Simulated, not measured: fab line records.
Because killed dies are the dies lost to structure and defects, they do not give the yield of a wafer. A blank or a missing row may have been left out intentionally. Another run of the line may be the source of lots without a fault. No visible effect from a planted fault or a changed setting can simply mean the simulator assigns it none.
fab line records -- flow nand-harc -- part 2 of 2: steps 21 to 31 of 31
record lots=5, wafers=15, last-day=24
route steps=1159 shown P_ZERO_WELL@14
lots that met no fault: from a run of the same line without faults
start-h: start of the lot's first displayed wafer, in hours after the record's first day -- wait-h: hours since the lot's step before -- " identical to the entry in the row above -- L1.1+2: a single row standing in for several wafers -- - no value, or no start given -- * or withheld: withheld -- < > ~ a bound
route shown NAME@n: a module of which the file shows steps, and the number in the route of the first -- usual: mean and standard deviation over wafers with no fault -- same: alike in all rows -- chamber/n: place in a boat -- sites: per-site readings -- _std_site: standard deviation across them -- _edge_site: the outer-site mean with the inner-site mean subtracted -- radius-mm: how far each site lies from the wafer's centre -- mask NAME#n: copy n -- behind: the tool/chamber that last shaped the wafer -- hold: why the lot went on hold/how many hours it stayed there/how the hold came to an end -- device: names the non-switching transistor (n, p or np) -- end of line: tests run on the same wafers once the route is complete -- a step given without rows: its recipe and nothing more -- killed: at the first sort, the dies lost to defects and structure; wafer yield is something else -- map: per-die view of a wafer (x killed, . not killed, _ where there is no die)
set.NAME: setting as actually run; set.NAME@STEP: the setting as run at that earlier step -- model.NAME: the simulator's own value behind a step, which no gauge read
lots at selected steps of the route; one table per step, one row per wafer
services: when a tool's chamber went out of use (start-h, in hours from the record's first day, below 0 if earlier), for how many hours, and the reason
## steps
# step NHARC_P_ZERO_WELL_IMPLANT_58
# recipe energy-kev=100, dose-cm2=2e+12, tilt-deg=7
# usual faraday-current-uA=25.4/0.55
lot.wafer,tool,chamber,start-h,wait-h,faraday-current-uA
L074.1,implanter-01,0,15.39,0.2,25.2
L074.2,implanter-01,0,15.39,0.2,25.7
L074.5,implanter-01,0,15.39,0.2,25.9
L076.1,implanter-02,0,27.16,0.1,25.9
L076.4,implanter-02,0,27.16,0.1,26.0
L076.5,implanter-02,0,27.16,0.1,26.1
L078.1,implanter-01,0,39.30,0.2,24.7
L078.3,implanter-01,0,39.30,0.2,24.8
L078.4,implanter-01,0,39.30,0.2,25.1
L087.2,implanter-01,0,93.25,0.1,25.5
L087.4,implanter-01,0,93.25,0.1,26.0
L087.6,implanter-01,0,93.25,0.1,25.7
L097.1,implanter-02,0,153.13,0.2,25.6
L097.2,implanter-02,0,153.13,0.2,24.9
L097.3,implanter-02,0,153.13,0.2,26.3
# step NHARC_P_ZERO_WELL_STRIP_28
# recipe time-s=840, temp-c=130, chemistry=SPM
# usual temp-c=130.01/0.13
# same time-s=840
lot.wafer,tool,chamber,start-h,wait-h,temp-c
L074.5,wet-bench-06,2,15.62,0.1,129.97
L074.2,wet-bench-06,3,15.62,0.1,129.96
L074.1,wet-bench-06,5,15.62,0.1,130.17
L076.5,wet-bench-01,7,27.38,0.1,129.97
L076.1,wet-bench-01,1,27.38,0.1,130.07
L076.4,wet-bench-01,3,27.38,0.1,130.23
L078.1,wet-bench-07,2,39.54,0.2,129.94
L078.4,wet-bench-07,3,39.54,0.2,129.98
L078.3,wet-bench-07,6,39.54,0.2,129.81
L087.2,wet-bench-07,4,93.46,0.2,130.20
L087.4,wet-bench-07,5,93.46,0.2,129.70
L087.6,wet-bench-07,7,93.46,0.2,129.98
L097.1,wet-bench-01,0,153.34,0.2,130.13
L097.2,wet-bench-01,1,153.34,0.2,130.10
L097.3,wet-bench-01,4,153.34,0.2,130.16
# step NHARC_P_ZERO_WELL_DEHYDRATE_29
# recipe temp-c=150, time-s=120
# usual chill-plate-temp-C=23.03/0.1
# same time-s=120
lot.wafer,tool,chamber,start-h,wait-h,chill-plate-temp-C
L074.1,litho-track-02,0,15.94,-,23.23
L074.2,litho-track-02,0,15.94,-,23.17
L074.5,litho-track-02,0,15.94,-,23.22
L076.1,litho-track-03,0,27.70,-,23.09
L076.4,litho-track-03,0,27.70,-,23.06
L076.5,litho-track-03,0,27.70,-,23.02
L078.1,litho-track-02,0,39.87,-,23.02
L078.3,litho-track-02,0,39.87,-,22.88
L078.4,litho-track-02,0,39.87,-,22.96
L087.2,litho-track-03,0,93.77,-,22.97
L087.4,litho-track-03,0,93.77,-,22.99
L087.6,litho-track-03,0,93.77,-,23.07
L097.1,litho-track-05,0,153.67,-,22.99
L097.2,litho-track-05,0,153.67,-,22.74
L097.3,litho-track-05,0,153.67,-,23.01
# step NHARC_P_ZERO_WELL_HMDS_30
# recipe time-s=30
# usual chill-plate-temp-C=23.02/0.1
# same time-s=30
lot.wafer,tool,chamber,start-h,wait-h,chill-plate-temp-C
L074.1,litho-track-02,0,-,-,23.02
L074.2,litho-track-02,0,-,-,22.94
L074.5,litho-track-02,0,-,-,23.09
L076.1,litho-track-03,0,-,-,23.09
L076.4,litho-track-03,0,-,-,22.97
L076.5,litho-track-03,0,-,-,23.03
L078.1,litho-track-02,0,-,-,22.97
L078.3,litho-track-02,0,-,-,22.85
L078.4,litho-track-02,0,-,-,22.91
L087.2,litho-track-03,0,-,-,23.01
L087.4,litho-track-03,0,-,-,22.92
L087.6,litho-track-03,0,-,-,22.95
L097.1,litho-track-05,0,-,-,23.07
L097.2,litho-track-05,0,-,-,23.08
L097.3,litho-track-05,0,-,-,23.04
# step NHARC_P_ZERO_WELL_COAT_31
# recipe spin-rpm=withheld
# usual chill-plate-temp-C=22.98/0.11
lot.wafer,tool,chamber,start-h,wait-h,chill-plate-temp-C
L074.1,litho-track-02,0,-,-,22.90
L074.2,litho-track-02,0,-,-,23.04
L074.5,litho-track-02,0,-,-,22.79
L076.1,litho-track-03,0,-,-,23.03
L076.4,litho-track-03,0,-,-,23.00
L076.5,litho-track-03,0,-,-,23.08
L078.1,litho-track-02,0,-,-,23.19
L078.3,litho-track-02,0,-,-,22.99
L078.4,litho-track-02,0,-,-,23.16
L087.2,litho-track-03,0,-,-,22.88
L087.4,litho-track-03,0,-,-,22.90
L087.6,litho-track-03,0,-,-,23.05
L097.1,litho-track-05,0,-,-,22.96
L097.2,litho-track-05,0,-,-,23.05
L097.3,litho-track-05,0,-,-,22.92
# step NHARC_P_ZERO_WELL_SOFTBAKE_32
# recipe temp-c=122, time-s=95
# usual chill-plate-temp-C=23.00/0.089
# same time-s=95
lot.wafer,tool,chamber,start-h,wait-h,chill-plate-temp-C
L074.1,litho-track-02,0,-,-,23.00
L074.2,litho-track-02,0,-,-,23.06
L074.5,litho-track-02,0,-,-,23.00
L076.1,litho-track-03,0,-,-,23.06
L076.4,litho-track-03,0,-,-,22.90
L076.5,litho-track-03,0,-,-,22.96
L078.1,litho-track-02,0,-,-,23.03
L078.3,litho-track-02,0,-,-,23.02
L078.4,litho-track-02,0,-,-,23.00
L087.2,litho-track-03,0,-,-,22.94
L087.4,litho-track-03,0,-,-,22.90
L087.6,litho-track-03,0,-,-,22.95
L097.1,litho-track-05,0,-,-,22.98
L097.2,litho-track-05,0,-,-,23.05
L097.3,litho-track-05,0,-,-,23.03
# step NHARC_P_ZERO_WELL_EBR_33
# usual chill-plate-temp-C=23.00/0.11
lot.wafer,tool,chamber,start-h,wait-h,chill-plate-temp-C
L074.1,litho-track-02,0,-,-,23.06
L074.2,litho-track-02,0,-,-,22.94
L074.5,litho-track-02,0,-,-,22.88
L076.1,litho-track-03,0,-,-,23.01
L076.4,litho-track-03,0,-,-,22.88
L076.5,litho-track-03,0,-,-,23.05
L078.1,litho-track-02,0,-,-,23.01
L078.3,litho-track-02,0,-,-,22.92
L078.4,litho-track-02,0,-,-,22.97
L087.2,litho-track-03,0,-,-,23.02
L087.4,litho-track-03,0,-,-,23.03
L087.6,litho-track-03,0,-,-,23.09
L097.1,litho-track-05,0,-,-,22.93
L097.2,litho-track-05,0,-,-,22.96
L097.3,litho-track-05,0,-,-,22.95
# step NHARC_P_ZERO_WELL_EXPOSE_34
# recipe na=0.6, target-cd-nm=720, dose-mj=22.31, mask-id=P_PWELL
# usual reticle-temp-C=23.00/0.11, stage-vel-mm-s=500.05/0.24
lot.wafer,tool,chamber,start-h,wait-h,mask,reticle-temp-C,stage-vel-mm-s
L074.1,krf-scanner-02,0,16.09,-,P_PWELL#0,23.08,499.52
L074.2,krf-scanner-02,0,16.09,-,P_PWELL#0,23.10,499.54
L074.5,krf-scanner-02,0,16.09,-,P_PWELL#0,22.93,499.56
L076.1,krf-scanner-03,0,27.97,-,P_PWELL#0,23.12,500.63
L076.4,krf-scanner-03,0,27.97,-,P_PWELL#0,23.14,500.11
L076.5,krf-scanner-03,0,27.97,-,P_PWELL#0,23.44,499.86
L078.1,krf-scanner-03,0,40.01,-,P_PWELL#0,23.16,500.00
L078.3,krf-scanner-03,0,40.01,-,P_PWELL#0,23.10,500.00
L078.4,krf-scanner-03,0,40.01,-,P_PWELL#0,23.10,500.12
L087.2,krf-scanner-04,0,94.05,-,P_PWELL#0,23.03,499.76
L087.4,krf-scanner-04,0,94.05,-,P_PWELL#0,23.03,499.91
L087.6,krf-scanner-04,0,94.05,-,P_PWELL#0,22.95,499.85
L097.1,krf-scanner-02,0,153.94,-,P_PWELL#0,22.85,500.12
L097.2,krf-scanner-02,0,153.94,-,P_PWELL#0,22.99,500.09
L097.3,krf-scanner-02,0,153.94,-,P_PWELL#0,22.92,500.12
# step NHARC_P_ZERO_WELL_PEB_35
# recipe peb-temp-c=118, peb-time-s=85
# usual chill-plate-temp-C=22.96/0.11
lot.wafer,tool,chamber,start-h,wait-h,chill-plate-temp-C
L074.1,litho-track-05,0,16.15,0.1,22.97
L074.2,litho-track-05,0,16.15,0.1,23.03
L074.5,litho-track-05,0,16.15,0.1,22.92
L076.1,litho-track-03,0,28.04,0.1,23.13
L076.4,litho-track-03,0,28.04,0.1,23.02
L076.5,litho-track-03,0,28.04,0.1,22.97
L078.1,litho-track-02,0,40.07,0.1,23.06
L078.3,litho-track-02,0,40.07,0.1,23.05
L078.4,litho-track-02,0,40.07,0.1,23.02
L087.2,litho-track-05,0,94.11,0.1,23.04
L087.4,litho-track-05,0,94.11,0.1,23.08
L087.6,litho-track-05,0,94.11,0.1,23.09
L097.1,litho-track-02,0,154.00,0.1,22.91
L097.2,litho-track-02,0,154.00,0.1,22.88
L097.3,litho-track-02,0,154.00,0.1,22.84
# step NHARC_P_ZERO_WELL_DEVELOP_36
# recipe time-s=70
# usual chill-plate-temp-C=23.01/0.1
# same time-s=70
lot.wafer,tool,chamber,start-h,wait-h,chill-plate-temp-C
L074.1,litho-track-05,0,-,-,23.10
L074.2,litho-track-05,0,-,-,23.02
L074.5,litho-track-05,0,-,-,22.95
L076.1,litho-track-03,0,-,-,23.07
L076.4,litho-track-03,0,-,-,22.95
L076.5,litho-track-03,0,-,-,22.92
L078.1,litho-track-02,0,-,-,23.18
L078.3,litho-track-02,0,-,-,23.12
L078.4,litho-track-02,0,-,-,23.16
L087.2,litho-track-05,0,-,-,23.04
L087.4,litho-track-05,0,-,-,23.09
L087.6,litho-track-05,0,-,-,23.10
L097.1,litho-track-02,0,-,-,23.23
L097.2,litho-track-02,0,-,-,23.11
L097.3,litho-track-02,0,-,-,23.05
# step NHARC_P_ZERO_WELL_CD_MEAS_37
# recipe target-cd-nm=720, landing-energy-ev=500
# usual cd-nm=719.6/2.1
lot.wafer,tool,chamber,start-h,wait-h,cd-nm
L074.1,cd-sem-01,0,16.24,-,720.8
L074.2,cd-sem-01,0,16.24,-,721.1
L074.5,cd-sem-01,0,16.24,-,723.1
L076.1,cd-sem-02,0,28.13,-,719.9
L076.4,cd-sem-02,0,28.13,-,718.8
L076.5,cd-sem-02,0,28.13,-,718.9
L078.1,cd-sem-03,0,40.17,-,717.2
L078.3,cd-sem-03,0,40.17,-,720.3
L078.4,cd-sem-03,0,40.17,-,719.2
L087.2,cd-sem-02,0,94.20,-,722.1
L087.4,cd-sem-02,0,94.20,-,721.1
L087.6,cd-sem-02,0,94.20,-,723.4
L097.1,cd-sem-03,0,154.09,-,721.0
L097.2,cd-sem-03,0,154.09,-,722.4
L097.3,cd-sem-03,0,154.09,-,720.0
## services
tool,chamber,start-h,hours,kind
litho-track-02,-,-10.00,7.0,pm
rie-diel-08,2,-5.34,7.6,repair
rie-diel-01,1,2.89,1.9,repair
krf-scanner-03,-,4.07,4.0,pm
krf-scanner-04,-,4.69,2.6,repair
rie-diel-04,3,29.25,2.6,repair
wet-bench-01,-,32.61,15.8,repair
rie-diel-04,0,33.17,12.5,repair
rie-diel-08,0,37.74,15.8,repair
litho-track-03,-,38.00,7.0,pm
wet-bench-01,-,48.44,8.0,pm
implanter-01,-,53.04,2.1,repair
litho-track-05,-,62.00,7.0,pm
implanter-01,-,73.56,1.2,repair
implanter-02,-,73.69,2.2,repair
implanter-02,-,85.00,13.0,pm
rie-diel-04,-,111.90,9.0,pm
rie-diel-08,-,124.80,9.0,pm
implanter-02,-,125.74,2.6,repair
krf-scanner-04,-,126.25,4.0,pm
krf-scanner-03,-,126.33,12.7,repair
wet-bench-06,-,129.60,8.0,pm
rie-diel-01,-,137.82,9.0,pm
krf-scanner-04,-,138.07,1.1,repair
